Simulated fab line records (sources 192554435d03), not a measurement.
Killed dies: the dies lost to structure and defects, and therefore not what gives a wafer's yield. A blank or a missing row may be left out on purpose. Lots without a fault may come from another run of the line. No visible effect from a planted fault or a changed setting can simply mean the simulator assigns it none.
fab line records    flow n5Finfet    part 1 of 2: steps 1 to 4 of 6
record lots=19  wafers=57  lastDay=18
route steps=1938 shown FIN_SAQP@126 FIN_CUT@166 STI_FIN_REVEAL@183
lots that met no fault: from a run of the same line without faults
startH: start of the lot's first displayed wafer, in hours after the record's first day    waitH: hours from the lot's prior step to this one    " unchanged from the row above    L1.1+2: several wafers, shown together as one row    - no value, or no start given    * or withheld: withheld    < > ~ a bound
route shown NAME@n: a module of which the file shows steps, and the number in the route of the first    usual: mean/standard deviation of fault-free wafers    same: alike in all rows    chamber/n: place in a boat    sites: per-site readings    _std_site: the standard deviation of these    _edge_site: the outer-site mean with the inner-site mean subtracted    radiusMm: how far each site lies from the wafer's centre    mask NAME#n: copy n    behind: the most recent tool/chamber to have shaped the wafer    hold: the reason the lot was held/the length of the hold in hours/how it ended    device: which transistor (n, p or np) failed to switch    end of line: tests of these same wafers at the route's end    a step without rows: its recipe alone    killed: at the first sort, the dies lost to defects and structure; wafer yield is something else    map: per-die view of a wafer (x killed, . not killed, _ where there is no die)
set.NAME: the setting that was run; set.NAME@STEP: the one run at that earlier step    model.NAME: the simulator's own value behind a step, which no gauge read
steps of the route over a sample of lots; a table a step, a row a wafer
services: from which hour (startH, from the record's first day; less than 0 if before it) a tool's chamber was out of use, for how many hours, and why
## steps
# step N5_FIN_SAQP_SPACER1_ETCHBACK_25
# recipe chemistry=CHF3/O2  mode=anisotropicEtchback  target=SiO2  targetDepthA=244  timeS=12.2  pressureMtorr=30  sourceW=650  biasW=170  Ar_flow_sccm=200  CHF3_flow_sccm=50  O2_flow_sccm=5  ionEnergyEv=200
# usual biasW=170.1/0.54  drypumpMotorCurrentA=5.7/0.68  oesProductAu=0.80/0.1  rfVppV=521/9.9  showerheadPlenumPTorr=2.36/0.058  throttleValvePct=18.97/0.24
lot.wafer  tool        chamber  startH  waitH  biasW  drypumpMotorCurrentA  oesProductAu  rfHoursCounterH  rfVppV  showerheadPlenumPTorr  throttleValvePct
L074.2     rieDiel-03  1        25.70   0.5    170.1  6.6                   0.72          168              507     2.32                   19.12
L074.3     "           2        "       "      171.0  4.8                   0.70          235              536     2.36                   18.73
L074.4     "           0        "       "      170.0  5.0                   0.68          238              521     2.48                   19.42
L075.1     rieDiel-06  3        29.71   0.4    170.3  6.7                   0.72          217              516     2.38                   19.15
L075.3     "           2        "       "      170.5  5.4                   0.75          171              513     2.31                   19.06
L075.5     "           1        "       "      170.2  4.8                   0.89          -                531     2.35                   18.83
L076.1     rieDiel-04  3        36.38   0.4    170.9  5.7                   0.96          10               518     2.38                   19.04
L076.2     "           1        "       "      170.0  6.1                   0.99          1                513     2.36                   18.51
L076.5     "           0        "       "      171.0  5.5                   0.80          -                519     2.33                   18.80
L078.3     rieDiel-03  0        48.25   0.5    169.1  5.0                   0.67          248              518     2.48                   19.43
L078.5     "           2        "       "      170.0  4.8                   0.70          -                535     2.36                   18.76
L078.6     "           1        "       "      170.1  6.5                   0.72          -                505     2.32                   19.13
L079.1     rieDiel-03  3        55.31   0.4    169.6  6.5                   0.69          236              531     2.30                   19.08
L079.4     "           3        "       "      170.0  6.5                   0.68          -                532     2.30                   19.10
L079.6     "           2        "       "      169.5  4.8                   0.69          -                536     2.36                   18.76
L081.1     rieDiel-04  2        66.60   0.4    170.1  5.8                   0.72          184              511     2.40                   19.09
L081.2     "           1        "       "      170.2  6.1                   0.94          12               513     2.35                   18.52
L081.3     "           0        "       "      169.6  5.5                   0.79          103              519     2.33                   18.82
L082.1     rieDiel-03  1        72.75   0.4    170.1  6.6                   0.71          186              504     2.31                   19.15
L082.3     "           2        "       "      171.6  4.8                   0.68          253              534     2.36                   18.77
L082.6     "           3        "       "      169.8  6.5                   0.68          -                531     2.30                   19.12
L084.3     rieDiel-03  3        86.08   0.5    169.8  6.5                   0.68          249              531     2.29                   19.11
L084.5     "           1        "       "      169.2  6.6                   0.70          -                507     2.31                   19.16
L084.6     "           0        "       "      170.0  5.0                   0.98          -                519     2.47                   18.98
L085.1     rieDiel-06  3        89.74   0.4    169.2  6.7                   0.69          236              517     2.37                   19.18
L085.2     "           2        "       "      169.5  5.4                   0.74          190              513     2.30                   19.09
L085.5     "           0        "       "      170.6  5.1                   0.90          -                529     2.38                   18.89
L086.1     rieDiel-06  1        97.78   0.4    170.6  4.8                   0.86          64               529     2.34                   18.85
L086.3     "           0        "       "      170.3  5.2                   0.88          31               528     2.38                   18.91
L086.4     "           2        "       "      169.7  5.4                   0.74          192              513     2.30                   19.10
L087.2     rieDiel-04  1        103.11  0.4    169.8  6.1                   0.90          26               512     2.35                   18.55
L087.3     "           2        "       "      170.1  5.9                   0.70          196              511     2.40                   19.13
L087.4     "           3        "       "      170.8  5.7                   0.89          36               518     2.38                   19.09
L088.2     rieDiel-03  2        108.10  0.4    170.4  4.8                   0.98          4                536     2.35                   18.34
L088.5     "           0        "       "      170.3  5.0                   0.95          -                518     2.47                   19.00
L088.6     "           2        "       "      170.8  4.8                   0.99          -                535     2.35                   18.33
L090.1     rieDiel-06  0        120.14  0.4    171.0  5.2                   0.87          39               530     2.37                   18.92
L090.2     "           3        "       "      169.8  6.7                   0.69          245              516     2.36                   19.20
L090.3     "           1        "       "      170.9  4.8                   0.85          71               530     2.34                   18.87
L091.2     rieDiel-03  3        125.83  0.4    169.8  6.5                   0.99          1                541     2.58                   18.69
L091.4     "           2        "       "      169.6  4.8                   0.94          11               534     2.35                   18.35
L091.5     "           3        "       "      169.6  6.5                   0.99          -                540     2.58                   18.67
L092.1     rieDiel-06  2        132.71  0.4    169.8  5.4                   0.72          204              512     2.30                   19.14
L092.4     "           0        "       "      170.1  5.2                   0.86          42               530     2.37                   18.91
L092.6     "           0        "       "      170.2  5.1                   0.86          -                528     2.37                   18.93
L094.1     rieDiel-06  1        145.07  0.4    170.7  4.8                   0.84          82               529     2.34                   18.90
L094.2     "           2        "       "      170.5  5.3                   0.71          210              513     2.30                   19.11
L094.5     "           1        "       "      170.0  4.8                   0.84          -                528     2.34                   18.88
L095.2     rieDiel-04  1        151.21  0.6    169.7  6.1                   0.88          40               511     2.34                   18.56
L095.3     "           2        "       "      170.7  5.8                   0.69          216              513     2.39                   19.16
L095.5     "           2        "       "      170.3  5.8                   0.70          -                510     2.39                   19.15
L096.2     rieDiel-04  2        156.72  0.4    169.9  5.8                   0.70          219              512     2.39                   19.16
L096.4     "           1        "       "      169.6  6.1                   0.87          42               513     2.34                   18.57
L096.6     "           2        "       "      169.6  5.8                   0.70          -                510     2.39                   19.16
L097.2     rieDiel-03  0        162.30  0.5    169.7  5.0                   0.89          33               519     2.46                   19.02
L097.3     "           3        "       "      170.1  6.5                   0.93          14               539     2.58                   18.70
L097.6     "           1        "       "      169.7  6.6                   0.68          -                506     2.30                   19.21
# step N5_FIN_SAQP_ETCH_69
# recipe chemistry=N2/H2  target=SOC  targetDepthA=1500  stopOn=SiNx  ionEnergyEv=100  biasW=61  pressureMtorr=30  sourceW=850  n2FlowSccm=200  h2FlowSccm=200
# usual biasW=60.99/0.2  drypumpMotorCurrentA=5.7/0.65  h2FlowSccm=200.0/0.67  oesProductAu=0.82/0.1  rfVppV=240.1/1.3  showerheadPlenumPTorr=2.50/0.072  throttleValvePct=17.84/0.24
lot.wafer  tool        chamber  startH  waitH  biasW  drypumpMotorCurrentA  h2FlowSccm  oesProductAu  rfHoursCounterH  rfVppV  showerheadPlenumPTorr  throttleValvePct
L074.2     rieDiel-04  2        26.66   -      60.92  5.9                   200.3       0.73          169              241.3   2.54                   17.98
L074.3     "           0        "       "      61.29  5.5                   200.7       0.79          86               240.4   2.47                   17.75
L074.4     "           0        "       "      60.93  5.5                   199.2       0.79          -                238.8   2.46                   17.76
L075.1     rieDiel-04  3        30.69   -      60.86  5.7                   200.5       0.95          8                239.1   2.48                   17.81
L075.3     "           0        "       "      61.06  5.5                   200.6       0.79          87               240.1   2.46                   17.76
L075.5     "           3        "       "      60.70  5.7                   200.0       0.94          -                239.5   2.48                   17.78
L076.1     rieDiel-03  3        37.31   -      60.82  6.5                   199.4       0.69          229              239.4   2.39                   17.85
L076.2     "           0        "       "      61.12  5.0                   199.4       0.67          243              240.7   2.61                   18.29
L076.5     "           3        "       "      60.89  6.5                   199.9       0.69          -                240.0   2.39                   17.84
L078.3     rieDiel-04  0        49.66   -      61.08  5.5                   198.7       0.78          96               240.3   2.46                   17.77
L078.5     "           2        "       "      60.55  5.9                   199.8       0.72          -                241.2   2.53                   18.01
L078.6     "           3        "       "      61.26  5.7                   199.6       0.93          -                240.9   2.48                   17.82
L079.1     rieDiel-03  1        56.63   -      61.16  6.6                   199.8       0.71          180              239.0   2.44                   18.21
L079.4     "           1        "       "      61.07  6.6                   200.0       0.70          -                239.2   2.44                   18.19
L079.6     "           2        "       "      61.21  4.8                   200.7       0.68          -                238.9   2.52                   17.94
L081.1     rieDiel-06  2        67.59   -      60.87  5.4                   199.8       0.74          183              240.0   2.44                   18.12
L081.2     "           0        "       "      61.20  5.2                   198.5       0.90          21               240.5   2.50                   17.79
L081.3     "           3        "       "      60.79  6.7                   200.2       0.70          230              241.0   2.50                   18.09
L082.1     rieDiel-04  0        73.67   -      61.08  5.5                   199.8       0.77          106              239.0   2.46                   17.79
L082.3     "           3        "       "      61.00  5.7                   199.3       0.90          25               241.1   2.47                   17.83
L082.6     "           0        "       "      61.04  5.5                   200.1       0.77          -                239.3   2.46                   17.79
L084.3     rieDiel-06  1        87.24   -      61.11  4.9                   199.4       0.85          61               239.8   2.48                   17.80
L084.5     "           0        "       "      60.87  5.2                   199.1       0.89          -                240.5   2.49                   17.83
L084.6     "           1        "       "      61.17  4.9                   199.7       0.84          -                238.3   2.48                   17.80
L085.1     rieDiel-03  3        91.20   -      61.15  6.5                   199.5       0.67          252              238.6   2.38                   17.89
L085.2     "           0        "       "      60.71  5.0                   199.9       0.95          6                241.9   2.60                   17.83
L085.5     "           1        "       "      60.85  6.5                   200.9       0.71          -                237.5   2.43                   18.24
L086.1     rieDiel-06  1        98.70   -      61.10  4.9                   200.8       0.85          64               238.8   2.48                   17.81
L086.3     "           3        "       "      61.17  6.7                   199.5       0.68          238              240.2   2.50                   18.11
L086.4     "           0        "       "      60.82  5.1                   198.5       0.88          31               239.6   2.49                   17.83
L087.2     rieDiel-03  1        104.19  -      61.04  6.6                   200.4       0.69          200              239.5   2.43                   18.23
L087.3     "           0        "       "      61.41  5.0                   199.2       0.93          11               242.9   2.60                   17.82
L087.4     "           0        "       "      61.30  5.0                   198.8       0.93          -                241.4   2.60                   17.83
L088.2     rieDiel-04  3        109.14  -      61.00  5.7                   200.1       0.89          39               239.4   2.47                   17.86
L088.5     "           0        "       "      60.72  5.5                   200.1       0.76          -                238.8   2.45                   17.82
L088.6     "           1        "       "      60.79  6.1                   199.5       0.88          -                239.7   2.49                   17.52
L090.1     rieDiel-03  2        121.22  -      60.98  4.8                   200.1       0.94          10               239.3   2.51                   17.52
L090.2     "           1        "       "      61.06  6.6                   201.1       0.69          208              239.1   2.43                   18.24
L090.3     "           0        "       "      60.90  5.0                   201.1       0.92          19               242.1   2.60                   17.85
L091.2     rieDiel-03  2        127.11  -      60.95  4.8                   200.5       0.93          11               240.9   2.51                   17.48
L091.4     "           3        "       "      61.16  6.5                   200.3       0.97          1                242.6   2.70                   17.37
L091.5     "           0        "       "      60.96  5.0                   200.0       0.91          -                240.7   2.60                   17.81
L092.1     rieDiel-03  2        133.72  -      61.29  4.8                   199.5       0.92          14               240.3   2.51                   17.51
L092.4     "           1        "       "      61.15  6.6                   200.8       0.68          212              238.8   2.43                   18.23
L092.6     "           3        "       "      61.26  6.5                   199.2       0.95          -                244.9   2.70                   17.40
L094.1     rieDiel-03  2        145.99  -      61.16  4.8                   199.7       0.92          18               239.7   2.51                   17.51
L094.2     "           1        "       "      61.18  6.6                   200.0       0.68          216              240.3   2.43                   18.25
L094.5     "           3        "       "      60.96  6.5                   199.6       0.92          -                242.3   2.70                   17.39
L095.2     rieDiel-03  0        152.26  -      61.09  5.0                   200.5       0.88          29               241.5   2.59                   17.86
L095.3     "           2        "       "      61.12  4.8                   200.9       0.91          21               238.8   2.51                   17.53
L095.5     "           0        "       "      61.10  5.0                   200.8       0.89          -                242.6   2.59                   17.84
L096.2     rieDiel-04  1        157.63  -      60.65  6.1                   200.7       0.86          43               241.0   2.49                   17.54
L096.4     "           3        "       "      60.82  5.7                   200.6       0.85          57               241.2   2.46                   17.88
L096.6     "           0        "       "      61.27  5.5                   200.0       0.75          -                238.4   2.44                   17.84
L097.2     rieDiel-03  1        163.62  -      60.76  6.6                   200.3       0.68          223              240.5   2.42                   18.27
L097.3     "           3        "       "      61.18  6.5                   199.2       0.91          15               243.5   2.69                   17.41
L097.6     "           3        "       "      61.27  6.5                   200.1       0.91          -                242.1   2.70                   17.42
# step N5_FIN_SAQP_CD_MEAS_31
# recipe targetCdNm=8  landingEnergyEv=1000  detector=seInlens  polarity=line
# usual cdNm=8.12/0.2
lot.wafer  tool      chamber  startH  waitH  cdNm
L074.2     cdSem-02  0        27.50   0.1    7.85
L074.3     "         0        "       "      7.93
L074.4     "         0        "       "      8.41
L075.1     cdSem-02  0        31.52   0.1    7.80
L075.3     "         0        "       "      7.98
L075.5     "         0        "       "      7.83
L076.1     cdSem-02  0        38.15   0.1    8.35
L076.2     "         0        "       "      7.94
L076.5     "         0        "       "      7.79
L078.3     cdSem-02  0        50.49   0.1    7.90
L078.5     "         0        "       "      8.17
L078.6     "         0        "       "      8.35
L079.1     cdSem-02  0        57.68   0.1    8.07
L079.4     "         0        "       "      8.33
L079.6     "         0        "       "      7.95
L081.1     cdSem-03  0        68.50   0.1    7.92
L081.2     "         0        "       "      8.33
L081.3     "         0        "       "      8.40
L082.1     cdSem-01  0        74.62   0.1    8.24
L082.3     "         0        "       "      8.19
L082.6     "         0        "       "      7.95
L084.3     cdSem-02  0        88.19   0.1    7.96
L084.5     "         0        "       "      8.51
L084.6     "         0        "       "      7.96
L085.1     cdSem-01  0        92.36   0.1    8.25
L085.2     "         0        "       "      8.32
L085.5     "         0        "       "      8.06
L086.1     cdSem-01  0        101.43  0.1    8.03
L086.3     "         0        "       "      8.21
L086.4     "         0        "       "      8.19
L087.2     cdSem-03  0        105.16  0.1    8.13
L087.3     "         0        "       "      8.02
L087.4     "         0        "       "      8.12
L088.2     cdSem-02  0        110.10  0.1    7.87
L088.5     "         0        "       "      8.34
L088.6     "         0        "       "      7.81
L090.1     cdSem-02  0        122.05  0.1    8.09
L090.2     "         0        "       "      8.15
L090.3     "         0        "       "      7.98
L091.2     cdSem-03  0        128.06  0.1    8.28
L091.4     "         0        "       "      8.01
L091.5     "         0        "       "      7.90
L092.1     cdSem-01  0        134.97  0.1    8.47
L092.4     "         0        "       "      8.22
L092.6     "         0        "       "      8.15
L094.1     cdSem-03  0        146.81  0.1    8.13
L094.2     "         0        "       "      8.01
L094.5     "         0        "       "      7.91
L095.2     cdSem-02  0        153.21  0.1    7.93
L095.3     "         0        "       "      8.25
L095.5     "         0        "       "      8.06
L096.2     cdSem-03  0        158.46  0.1    8.44
L096.4     "         0        "       "      8.02
L096.6     "         0        "       "      8.15
L097.2     cdSem-02  0        164.45  0.1    8.63
L097.3     "         0        "       "      8.00
L097.6     "         0        "       "      8.15
# step N5_FIN_CUT_DESCUM_13
# recipe chemistry=O2  timeS=7  sourcePowerW=50  biasPowerW=20  pressureMtorr=20  rfFrequencyHz=2.712e+07  tempC=40  resist=CAR-EUV  o2FlowSccm=225
# usual drypumpMotorCurrentA=5.7/0.43  oesProductAu=0.77/0.065  rfVppV=243.3/1.4  showerheadPlenumPTorr=2.10/0.07  throttleValvePct=20.44/0.19
lot.wafer  tool        chamber  startH  waitH  drypumpMotorCurrentA  oesProductAu  rfHoursCounterH  rfVppV  showerheadPlenumPTorr  throttleValvePct
L074.2     rieDiel-02  3        28.57   0.0    5.9                   0.74          148              241.6   2.02                   20.45
L074.3     "           0        "       "      5.8                   0.78          112              242.6   2.11                   20.20
L074.4     "           1        "       "      6.2                   0.75          151              245.0   2.19                   20.40
L075.1     rieDiel-02  3        32.67   0.0    5.9                   0.74          150              241.3   2.01                   20.44
L075.3     "           2        "       "      5.0                   0.78          140              243.2   2.08                   20.14
L075.5     "           3        "       "      5.9                   0.75          -                243.0   2.01                   20.47
L076.1     rieDiel-05  3        39.16   0.0    5.6                   0.74          177              244.1   2.18                   20.49
L076.2     "           1        "       "      5.7                   0.75          134              242.3   2.02                   20.80
L076.5     "           0        "       "      5.8                   0.90          -                244.2   2.21                   20.35
L078.3     rieDiel-05  2        52.47   0.8    5.6                   0.74          175              246.2   2.16                   20.29
L078.5     "           2        "       "      5.6                   0.75          -                244.5   2.16                   20.31
L078.6     "           3        "       "      5.6                   0.74          -                246.0   2.18                   20.50
L079.1     rieDiel-01  2        58.93   0.0    5.9                   0.75          147              244.1   2.16                   20.41
L079.4     "           3        "       "      5.0                   0.74          159              239.8   2.02                   20.53
L079.6     "           0        "       "      6.0                   0.81          -                240.7   2.04                   20.72
L081.1     rieDiel-05  1        69.93   0.0    5.7                   0.73          143              241.4   2.01                   20.82
L081.2     "           2        "       "      5.6                   0.74          180              244.4   2.16                   20.29
L081.3     "           0        "       "      5.9                   0.88          42               244.6   2.21                   20.34
L082.1     rieDiel-05  3        75.67   0.0    5.6                   0.75          187              245.8   2.18                   20.52
L082.3     "           2        "       "      5.6                   0.75          182              245.5   2.16                   20.31
L082.6     "           3        "       "      5.6                   0.74          -                244.2   2.18                   20.51
L084.3     rieDiel-02  0        89.22   0.0    5.7                   0.76          131              242.3   2.10                   20.26
L084.5     "           3        "       "      5.9                   0.72          -                240.9   2.01                   20.46
L084.6     "           2        "       "      4.9                   0.76          -                242.3   2.08                   20.18
L085.1     rieDiel-02  2        93.50   0.0    4.9                   0.76          159              242.9   2.07                   20.19
L085.2     "           0        "       "      5.7                   0.76          132              242.0   2.10                   20.24
L085.5     "           0        "       "      5.8                   0.76          -                243.6   2.10                   20.27
L086.1     rieDiel-01  3        102.51  0.1    5.0                   0.74          170              242.2   2.02                   20.53
L086.3     "           2        "       "      5.9                   0.74          161              244.8   2.15                   20.41
L086.4     "           1        "       "      6.5                   0.96          17               243.7   2.14                   20.22
L087.2     rieDiel-05  0        106.47  0.0    5.9                   0.87          52               244.8   2.20                   20.35
L087.3     "           1        "       "      5.7                   0.74          153              241.3   2.01                   20.84
L087.4     "           3        "       "      5.6                   0.73          196              244.0   2.18                   20.54
L088.2     rieDiel-02  3        111.56  0.5    5.9                   0.71          176              243.0   2.01                   20.49
L088.5     "           3        "       "      5.9                   0.72          -                241.9   2.01                   20.50
L088.6     "           2        "       "      4.9                   0.76          -                242.7   2.07                   20.19
L090.1     rieDiel-05  0        123.06  0.0    5.8                   0.86          57               245.6   2.20                   20.38
L090.2     "           3        "       "      5.6                   0.73          201              244.5   2.17                   20.53
L090.3     "           2        "       "      5.6                   0.73          195              245.4   2.16                   20.33
L091.2     rieDiel-01  2        129.07  0.0    6.0                   0.73          169              245.2   2.15                   20.43
L091.4     "           1        "       "      6.5                   0.94          25               244.1   2.13                   20.24
L091.5     "           2        "       "      5.9                   0.73          -                244.2   2.15                   20.44
L092.1     rieDiel-05  0        135.99  0.0    5.9                   0.85          59               246.2   2.20                   20.38
L092.4     "           2        "       "      5.6                   0.72          198              244.5   2.16                   20.33
L092.6     "           2        "       "      5.7                   0.74          -                245.2   2.16                   20.33
L094.1     rieDiel-02  0        147.95  0.0    5.7                   0.76          152              243.7   2.09                   20.28
L094.2     "           2        "       "      4.9                   0.74          177              245.0   2.07                   20.20
L094.5     "           1        "       "      6.2                   0.73          -                243.8   2.17                   20.45
L095.2     rieDiel-01  2        154.22  0.0    6.0                   0.73          177              244.9   2.15                   20.44
L095.3     "           0        "       "      6.0                   0.79          141              242.7   2.03                   20.79
L095.5     "           2        "       "      5.9                   0.72          -                244.1   2.15                   20.45
L096.2     rieDiel-01  3        159.62  0.0    5.0                   0.71          189              241.8   2.01                   20.57
L096.4     "           1        "       "      6.5                   0.92          34               243.3   2.13                   20.23
L096.6     "           0        "       "      6.0                   0.78          -                241.8   2.03                   20.77
L097.2     rieDiel-01  1        165.45  0.0    6.5                   0.91          36               244.1   2.13                   20.26
L097.3     "           0        "       "      6.0                   0.78          145              241.9   2.03                   20.76
L097.6     "           2        "       "      5.9                   0.72          -                243.9   2.15                   20.44
